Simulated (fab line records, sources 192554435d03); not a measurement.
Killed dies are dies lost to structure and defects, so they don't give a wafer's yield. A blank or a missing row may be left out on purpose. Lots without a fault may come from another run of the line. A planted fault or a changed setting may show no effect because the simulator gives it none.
Split-lot experiment | flow n5_finfet | 7 lots, 39 wafers read, on a route of 1938 steps

THE SPLIT
At N5_BEOL_M3_ETCH_41 (etches SiCN in CH3F/O2, target depth 29.9 nm, time 52.5 s), the setting target_depth_a was moved away from the recipe's 299 angstrom on 18 of the 39 wafers read, by -57.2% to +46.5%. The other wafers ran this setting at the recipe's value.

The reading is taken at the split's own step.

THE READING
etch.depth_nm (the simulator's own value, which no gauge read), in nm, at N5_BEOL_M3_ETCH_41 (etches SiCN in CH3F/O2, target depth 29.9 nm, time 52.5 s). The file gives no usual value for it. The 21 wafers here that ran the recipe average 19.806 nm, standard deviation 0.39 nm.

wafer  | tool, chamber at the split | target_depth_a as run, angstrom | against the recipe | etch.depth_nm, nm | against lot-mates on the recipe
L076.1 | rie_diel-06, 1             | 299                             | recipe             | 19.74             | -
L076.2 | rie_diel-06, 3             | 299                             | recipe             | 20.2              | -
L076.3 | rie_diel-06, 2             | 365.5                           | +22.2%             | 24.74             | +4.767
L076.4 | rie_diel-06, 0             | 365.5                           | +22.2%             | 24.06             | +4.087
L076.5 | rie_diel-06, 1             | 365.5                           | +22.2%             | 24.19             | +4.217
L076.6 | rie_diel-06, 0             | 299                             | recipe             | 19.98             | -
L083.1 | rie_diel-06, 2             | 299                             | recipe             | 20.13             | -
L083.2 | rie_diel-06, 0             | 299                             | recipe             | 19.27             | -
L083.6 | rie_diel-06, 1             | 299                             | recipe             | 19.34             | -
L086.1 | rie_diel-06, 0             | 139                             | -53.5%             | 9.161             | -10.759
L086.2 | rie_diel-06, 2             | 299                             | recipe             | 20.29             | -
L086.3 | rie_diel-06, 3             | 299                             | recipe             | 19.96             | -
L086.4 | rie_diel-06, 1             | 139                             | -53.5%             | 9.117             | -10.803
L086.5 | rie_diel-06, 2             | 139                             | -53.5%             | 9.468             | -10.452
L086.6 | rie_diel-06, 1             | 299                             | recipe             | 19.51             | -
L087.1 | rie_diel-03, 3             | 299                             | recipe             | 19.48             | -
L087.2 | rie_diel-03, 2             | 299                             | recipe             | 18.98             | -
L087.3 | rie_diel-03, 0             | 128.1                           | -57.2%             | 8.489             | -10.744
L087.4 | rie_diel-03, 2             | 299                             | recipe             | 19.24             | -
L087.5 | rie_diel-03, 0             | 128.1                           | -57.2%             | 8.529             | -10.704
L087.6 | rie_diel-03, 3             | 128.1                           | -57.2%             | 8.449             | -10.784
L090.1 | rie_diel-01, 0             | 438                             | +46.5%             | 28.96             | +9.067
L090.2 | rie_diel-01, 3             | 299                             | recipe             | 19.94             | -
L090.3 | rie_diel-01, 1             | 299                             | recipe             | 19.85             | -
L090.4 | rie_diel-01, 2             | 299                             | recipe             | 19.89             | -
L090.5 | rie_diel-01, 2             | 438                             | +46.5%             | 28.69             | +8.797
L090.6 | rie_diel-01, 1             | 438                             | +46.5%             | 29.32             | +9.427
L089.1 | rie_diel-01, 3             | 244.4                           | -18.3%             | 16.53             | -3.697
L089.2 | rie_diel-01, 2             | 299                             | recipe             | 20.26             | -
L089.3 | rie_diel-01, 0             | 244.4                           | -18.3%             | 16.33             | -3.897
L089.4 | rie_diel-01, 1             | 299                             | recipe             | 20.18             | -
L089.5 | rie_diel-01, 1             | 299                             | recipe             | 20.24             | -
L089.6 | rie_diel-01, 0             | 244.4                           | -18.3%             | 16.35             | -3.877
L096.1 | rie_diel-03, 2             | 299                             | recipe             | 19.32             | -
L096.2 | rie_diel-03, 3             | 389                             | +30.1%             | 25.41             | +5.597
L096.3 | rie_diel-03, 1             | 299                             | recipe             | 20.11             | -
L096.4 | rie_diel-03, 0             | 389                             | +30.1%             | 25.86             | +6.047
L096.5 | rie_diel-03, 0             | 299                             | recipe             | 20.01             | -
L096.6 | rie_diel-03, 3             | 389                             | +30.1%             | 25.67             | +5.857

THE FIT
A straight line over all 39 wafers: etch.depth_nm changes by +0.197 nm for each +1% of target_depth_a; r = +1.00; the points scatter about the line by 0.33 nm.
The same after taking each lot's own level away (the mean of its wafers on the recipe; 39 wafers): +0.195 nm for each +1%; r = +1.00; scatter 0.28 nm.
On that fit, the largest move of target_depth_a shifts the reading by 11 nm.
The lots' own levels span 19.2333 to 20.2267 nm, that is 2.6 times the standard deviation above.
So the lot-to-lot level changes the slope little: the two slopes agree.
Check: with one of the wafers moved furthest among these (-57.2%) left out of the fit, the line predicts -11.2 nm for it against its lot-mates. It came out at -10.7 nm against them.

OTHER SPLITS ON THESE WAFERS
These wafers also went through other splits before the reading. Each is held against what the fit with the lots' levels taken away leaves over:
other split on the same wafers              | wafers away from the commonest value | r with etch.depth_nm (lot level and that fit taken away)
N5_BEOL_M0_SAQP_SPACER2_ALD_26 target_thk_a | 18                                   | +0.09
N5_BEOL_M0_ETCH_128 time_s                  | 12                                   | -0.02

THE FILE'S OWN FIT
etch.depth_nm changes by +0.195 nm for each +1% of target_depth_a, r = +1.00.
